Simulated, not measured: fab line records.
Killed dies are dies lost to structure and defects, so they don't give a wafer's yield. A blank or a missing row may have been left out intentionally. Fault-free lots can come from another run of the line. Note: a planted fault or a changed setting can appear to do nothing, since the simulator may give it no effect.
Which tool was responsible? | flow n5-finfet | 9 lots, 27 wafers sampled, at 6 steps of a route of 1938

== WHAT THE GAUGES READ, wafer by wafer ==
N5_SD_EPI_P_INSPECT_26: inspects for defects (darkfield). Usual: 183 for raw-defect-count, sd 40.
lot  | measured    | on                | raw-defect-count | flag
L625 | day 4 17:35 | defect-inspect-02 | 100 149 144      |
L627 | day 5 05:10 | defect-inspect-01 | 169 218 206      |
L628 | day 5 10:17 | defect-inspect-02 | 141 128 119      |
L630 | day 5 22:37 | defect-inspect-02 | 275 148 163      |
L632 | day 6 14:41 | defect-inspect-02 | 190 218 192      |
L639 | day 8 06:55 | defect-inspect-01 | 163 117 210      |
L640 | day 8 13:22 | defect-inspect-01 | 168 147 151      |
L642 | day 9 02:36 | defect-inspect-01 | 118 150 155      |
L643 | day 9 03:40 | defect-inspect-01 | 229 224 275      |

N5_SDB_INSPECT_13: inspects for defects (brightfield). Usual: 66 for raw-defect-count, sd 29.
lot  | measured    | on                | raw-defect-count | flag
L625 | day 5 01:38 | defect-inspect-01 | 89 57 60         |
L627 | day 5 12:52 | defect-inspect-02 | 54 36 63         |
L628 | day 5 17:53 | defect-inspect-02 | 128 54 73        |
L630 | day 6 06:22 | defect-inspect-01 | 41 38 47         |
L632 | day 6 22:17 | defect-inspect-01 | 56 96 73         |
L639 | day 8 14:35 | defect-inspect-01 | 35 101 40        |
L640 | day 8 20:49 | defect-inspect-02 | 23 61 45         |
L642 | day 9 10:58 | defect-inspect-02 | 54 104 80        |
L643 | day 9 11:22 | defect-inspect-01 | 95 71 143        |

N5_BEOL_M4_RC_MEAS_101. Usual: DIBL_N 36.3 mV/V, standard deviation 1.4; DIBL_P 36.2 mV/V, standard deviation 1.5; IOFF_N 0.160 nA/um, standard deviation 0.021; IOFF_P 0.211 nA/um, standard deviation 0.027; ION_N 676 uA/um, standard deviation 7.7; ION_P 463 uA/um, standard deviation 5.5; SS_N 71.4 mV/dec, standard deviation 0.57; SS_P 73.3 mV/dec, standard deviation 0.58; VT_N 249.3 mV, standard deviation 2.5; VT_P -250.1 mV, standard deviation 2.6.
lot  | measured     | on        | DIBL_N (mV/V)  | DIBL_P (mV/V)  | IOFF_N (nA/um)    | IOFF_P (nA/um)    | ION_N (uA/um) | ION_P (uA/um) | SS_N (mV/dec)  | SS_P (mV/dec)  | VT_N (mV)         | VT_P (mV)            | flag
L625 | day 9 00:44  | prober-02 | 34.6 36.3 37.5 | 34.4 36.7 37.7 | 0.129 0.158 0.168 | 0.152 0.173 0.185 | 674 669 671   | 452 454 449   | 71.2 71.3 72.1 | 73.3 74.3 74.0 | 254.6 249.1 251.6 | -257.9 -257.4 -253.5 |
L627 | day 9 22:33  | prober-01 | 37.1 35.9 36.6 | 35.6 34.0 34.4 | 0.154 0.139 0.144 | 0.203 0.198 0.193 | 673 677 665   | 460 469 468   | 71.1 70.9 70.8 | 73.5 72.5 72.9 | 250.1 249.1 248.3 | -250.2 -248.9 -249.8 |
L628 | day 10 01:46 | prober-01 | 35.9 35.3 35.4 | 37.6 36.3 35.6 | 0.178 0.157 0.154 | 0.229 0.213 0.201 | 687 672 679   | 463 461 461   | 71.1 70.7 70.4 | 73.7 73.3 73.0 | 248.4 251.2 248.0 | -251.9 -250.3 -248.6 |
L630 | day 11 04:47 | prober-01 | 34.8 37.6 35.2 | 33.4 37.7 33.9 | 0.129 0.172 0.131 | 0.172 0.227 0.173 | 665 680 677   | 459 464 459   | 71.0 71.2 71.1 | 72.6 73.9 72.5 | 253.6 246.5 250.5 | -249.8 -248.4 -249.7 |
L632 | day 11 06:19 | prober-02 | 36.0 37.8 36.2 | 36.1 38.2 35.8 | 0.147 0.174 0.149 | 0.180 0.200 0.172 | 659 682 663   | 455 460 446   | 72.1 71.9 71.4 | 73.0 74.3 72.8 | 251.5 248.3 252.0 | -253.5 -251.7 -255.1 |
L639 | day 12 12:07 | prober-02 | 35.1 35.0 34.2 | 33.6 34.5 33.2 | 0.140 0.153 0.135 | 0.178 0.185 0.174 | 667 680 668   | 459 460 455   | 70.2 71.4 70.4 | 72.8 73.0 72.7 | 251.3 246.7 249.4 | -250.3 -255.1 -253.7 |
L640 | day 13 08:55 | prober-02 | 36.2 33.3 35.4 | 37.0 34.4 36.0 | 0.155 0.112 0.134 | 0.210 0.168 0.185 | 681 667 676   | 465 460 465   | 71.0 70.5 71.1 | 72.6 72.3 72.1 | 248.7 252.3 250.8 | -248.2 -251.6 -252.4 |
L642 | day 13 20:19 | prober-01 | 36.9 36.1 37.2 | 37.2 36.4 37.9 | 0.179 0.162 0.189 | 0.233 0.231 0.242 | 680 683 687   | 468 469 471   | 71.7 71.4 72.7 | 73.4 74.0 74.3 | 249.0 249.9 247.6 | -246.6 -250.1 -248.8 |
L643 | day 14 01:29 | prober-01 | 36.2 35.2 37.5 | 36.6 34.4 37.0 | 0.155 0.125 0.157 | 0.221 0.181 0.228 | 673 660 673   | 465 451 460   | 71.6 70.8 71.8 | 74.1 73.0 74.3 | 250.7 253.3 250.6 | -249.9 -250.6 -249.8 |

== WHICH TOOL RAN EACH LOT (tool, then ch and the chambers of the sampled wafers, then the start) ==
lot  | N5_ILD0_CMP_07               | N5_SDB_COAT_03                   | N5_SDB_STRIP_22
L625 | cmp-02 ch 2,3, day 4 21:20   | litho-track-05 ch 0, day 5 01:12 | plasma-asher-01 ch 0,1, day 5 01:58
L627 | cmp-03 ch 0,1, day 5 08:47   | litho-track-04 ch 0, day 5 12:26 | plasma-asher-01 ch 0,1, day 5 14:25
L628 | cmp-04 ch 0,1, day 5 13:48   | litho-track-04 ch 0, day 5 17:27 | plasma-asher-02 ch 1, day 5 18:13
L630 | cmp-03 ch 0,2, day 6 02:17   | litho-track-04 ch 0, day 6 05:56 | plasma-asher-02 ch 0,1, day 6 06:42
L632 | cmp-04 ch 0,1, day 6 18:14   | litho-track-03 ch 0, day 6 21:52 | plasma-asher-02 ch 0,1, day 6 22:37
L639 | cmp-03 ch 1,2,3, day 8 10:29 | litho-track-05 ch 0, day 8 14:17 | plasma-asher-01 ch 0,1, day 8 15:35
L640 | cmp-04 ch 0,1,2, day 8 16:52 | litho-track-03 ch 0, day 8 20:31 | plasma-asher-02 ch 0,1, day 8 21:10
L642 | cmp-04 ch 0,1,3, day 9 06:37 | litho-track-04 ch 0, day 9 10:33 | plasma-asher-02 ch 0,1, day 9 11:19
L643 | cmp-04 ch 1,2, day 9 07:16   | litho-track-04 ch 0, day 9 10:56 | plasma-asher-02 ch 0,1, day 9 12:10
- N5_ILD0_CMP_07: polishes SiO2 flowable, stops on poly-Si, t overpolish 1.18 s, target thk 138.88 nm.
- N5_SDB_COAT_03: time 60 s, resist thk 100 nm.
- N5_SDB_STRIP_22: strips in N2/H2.

== AS READ BY THE TOOLS THEMSELVES (means over the sampled wafers that have a number; for cases with no such wafer, the mark the record gives instead) ==
N5_ILD0_CMP_07. Usual: edge-zone-pressure-frac 1.000, standard deviation 0.0048; motor-current-A 12.9 A, standard deviation 1.4; platen-rpm 51.80 rpm, standard deviation 0.037.
lot  | tool   | edge-zone-pressure-frac | motor-current-A (A) | platen-rpm (rpm) | flag
L625 | cmp-02 | 0.996                   | 11.5                | 51.81            |
L627 | cmp-03 | 1.001                   | 12.7                | 51.78            |
L628 | cmp-04 | 0.994                   | 11.8                | 51.81            |
L630 | cmp-03 | 1.000                   | 12.3                | 51.79            |
L632 | cmp-04 | 1.002                   | 13.5                | 51.79            |
L639 | cmp-03 | 1.000                   | 13.6                | 51.79            |
L640 | cmp-04 | 1.001                   | 13.1                | 51.80            |
L642 | cmp-04 | 1.003                   | 13.1                | 51.81            |
L643 | cmp-04 | 0.997                   | 14.7                | 51.81            |

N5_SDB_COAT_03. Usual: exhaust-pa 44.9 Pa, standard deviation 0.91; spin-speed-rpm 1500.1 rpm, standard deviation 0.92.
lot  | tool           | exhaust-pa (Pa) | spin-speed-rpm (rpm) | flag
L625 | litho-track-05 | 44.8            | 1500.6               |
L627 | litho-track-04 | 45.7            | 1499.6               |
L628 | litho-track-04 | 45.1            | 1661.4               | OFF
L630 | litho-track-04 | 43.8            | 1664.1               | OFF
L632 | litho-track-03 | 45.0            | 1500.0               |
L639 | litho-track-05 | 44.5            | 1500.0               |
L640 | litho-track-03 | 45.8            | 1499.3               |
L642 | litho-track-04 | 45.1            | 1500.3               |
L643 | litho-track-04 | 44.9            | 1500.5               |

N5_SDB_STRIP_22. Usual: drypump-motor-current-A 5.9 A, standard deviation 0.44; heater-power-w 373 W, standard deviation 24; oes-product-au 0.716 a.u., standard deviation 0.0045; strip-time-to-endpoint-s 96.4 s, standard deviation 0.33.
lot  | tool            | drypump-motor-current-A (A) | heater-power-w (W) | oes-product-au (a.u.) | strip-time-to-endpoint-s (s) | flag
L625 | plasma-asher-01 | 5.8                         | 335                | 0.714                 | 96.3                         |
L627 | plasma-asher-01 | 6.2                         | 363                | 0.720                 | 96.3                         |
L628 | plasma-asher-02 | 6.2                         | 379                | 0.709                 | 91.6                         | OFF
L630 | plasma-asher-02 | 5.7                         | 389                | 0.711                 | 91.6                         | OFF
L632 | plasma-asher-02 | 6.0                         | 383                | 0.718                 | 96.5                         |
L639 | plasma-asher-01 | 5.9                         | 344                | 0.712                 | 96.8                         |
L640 | plasma-asher-02 | 6.0                         | 383                | 0.717                 | 96.2                         |
L642 | plasma-asher-02 | 5.7                         | 385                | 0.714                 | 96.1                         |
L643 | plasma-asher-02 | 5.9                         | 383                | 0.713                 | 96.0                         |

== THE ANSWER, worked out from the rows above alone ==
Rule: take the mean of a lot's wafers that have a number; if it is more than 3 standard deviations from the usual mean, the lot is off. A lot without any number at a reading at which 4 lots or more have one is off too. Where the step has rows for the other lots, those lots are counted as sound. The gauges are gone through in route order, then the tools' own readings, and for those a lot's mean is taken as printed above. At the first step where some lot is off, the reading lying furthest off is the one used; lots without a number count as furthest.
Off at N5_SDB_COAT_03 (spin-speed-rpm): L628, L630.
A tool fits if, at that step or a process step before it, it ran every lot that is off, and no sound lot after the first of them. Of those tried, none fits.

== WHAT HAD BEEN PUT IN BY THE SIMULATOR ==
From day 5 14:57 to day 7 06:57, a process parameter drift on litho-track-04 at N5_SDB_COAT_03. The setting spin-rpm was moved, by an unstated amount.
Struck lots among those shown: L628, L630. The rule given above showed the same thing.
